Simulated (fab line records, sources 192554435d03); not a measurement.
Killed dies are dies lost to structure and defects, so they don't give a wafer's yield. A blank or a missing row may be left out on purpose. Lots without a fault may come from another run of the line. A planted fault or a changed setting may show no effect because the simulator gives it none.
One fault seen from 3 desks | flow n5_finfet | each desk has only its own numbers; what lay behind them comes last

THE DEFECT DESK
What the inspections along the route counted, lot by lot: means of the sampled wafers that have a number. A lot is out of limits, marked OUT, if its mean lies more than 4 standard deviations from the usual mean; the brackets give that distance.
Columns: A = raw_defect_count at N5_MOL_CONTACT_COAG_INSPECT_42, usual 222
lot  | first seen here | A
L182 | day 5 13:47     | 243
L183 | day 5 18:58     | 197
L184 | day 5 20:55     | 240
L185 | day 6 04:01     | 193
L186 | day 6 15:05     | 164
L188 | day 7 09:05     | 217
L190 | day 7 13:02     | 257
L191 | day 7 17:52     | 156
L192 | day 8 01:19     | 250
L193 | day 8 05:34     | 264
L197 | day 9 02:01     | 257
L203 | day 10 16:54    | 232
L204 | day 10 20:32    | 293
This desk's finding: nothing out of limits on any of the 13 lots.

THE TOOL OWNER'S DESK: cvd_w-01
The tool's own readings at N5_MOL_CONTACT_COAG_CVD_140 (deposits W, target thk 66.5 nm, time 215 s): means of the sampled wafers that have a number, for each lot that ran on this tool. A lot is out of limits, marked OUT, if its mean lies more than 4 standard deviations from the usual mean; the brackets give that distance.
Columns: A = heater_power_w at N5_MOL_CONTACT_COAG_CVD_140, usual 503 W; B = run_length_s at N5_MOL_CONTACT_COAG_CVD_140, usual 286.0 s
lot  | first seen here | A   | B
L182 | day 5 14:55     | 472 | 285.7
L184 | day 5 21:54     | 470 | 285.9
L188 | day 7 10:49     | 473 | 286.0
L191 | day 7 18:56     | 482 | 285.8
L192 | day 8 02:21     | 468 | 286.0
L193 | day 8 07:04     | 470 | 421.9 (+99 or more) OUT
L197 | day 9 03:13     | 471 | 422.0 (+99 or more) OUT
This desk's finding: out of limits on L193, L197; first on L193, day 8 07:04 (run_length_s at N5_MOL_CONTACT_COAG_CVD_140). In limits: L182, L184, L188, L191, L192.

THE METROLOGY DESK
What the gauges read, lot by lot, whatever tool the lot ran on: means of the sampled wafers that have a number. A lot is out of limits, marked OUT, if its mean lies more than 4 standard deviations from the usual mean; the brackets give that distance.
Columns: A = VIA_MOL_THK at N5_MOL_CONTACT_COAG_THK_MEAS_53, usual 44.1 nm
lot  | first seen here | A
L182 | day 5 15:32     | 44.4
L183 | day 5 20:45     | 43.9
L184 | day 5 22:34     | 43.9
L185 | day 6 05:39     | 44.7
L186 | day 6 17:07     | 43.8
L188 | day 7 11:21     | 44.2
L190 | day 7 14:43     | 44.0
L191 | day 7 19:28     | 43.6
L192 | day 8 02:58     | 44.3
L193 | day 8 07:41     | 44.2
L197 | day 9 03:49     | 43.8
L203 | day 10 18:31    | 43.8
L204 | day 10 22:19    | 43.9
This desk's finding: nothing out of limits on any of the 13 lots.

PUT TOGETHER
The tool owner's desk could have raised an alarm at day 8 07:04, on L193, L197.
The defect desk saw nothing out of limits.
The metrology desk saw nothing out of limits.
The defect desk has L193, L197 on record, within its limits.
The metrology desk has L193, L197 on record, within its limits.
Of the lots named, all ran N5_MOL_CONTACT_COAG_CVD_140 on cvd_w-01.

WHAT THE SIMULATOR HAD PUT IN
Process parameter drift: cvd_w-01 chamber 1, from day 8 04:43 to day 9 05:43, at N5_MOL_CONTACT_COAG_CVD_140. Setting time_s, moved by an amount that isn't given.
Lots struck among those shown: L193, L197.
Hours from the fault's start to each desk's first reading out of limits: the tool owner's desk, 2.
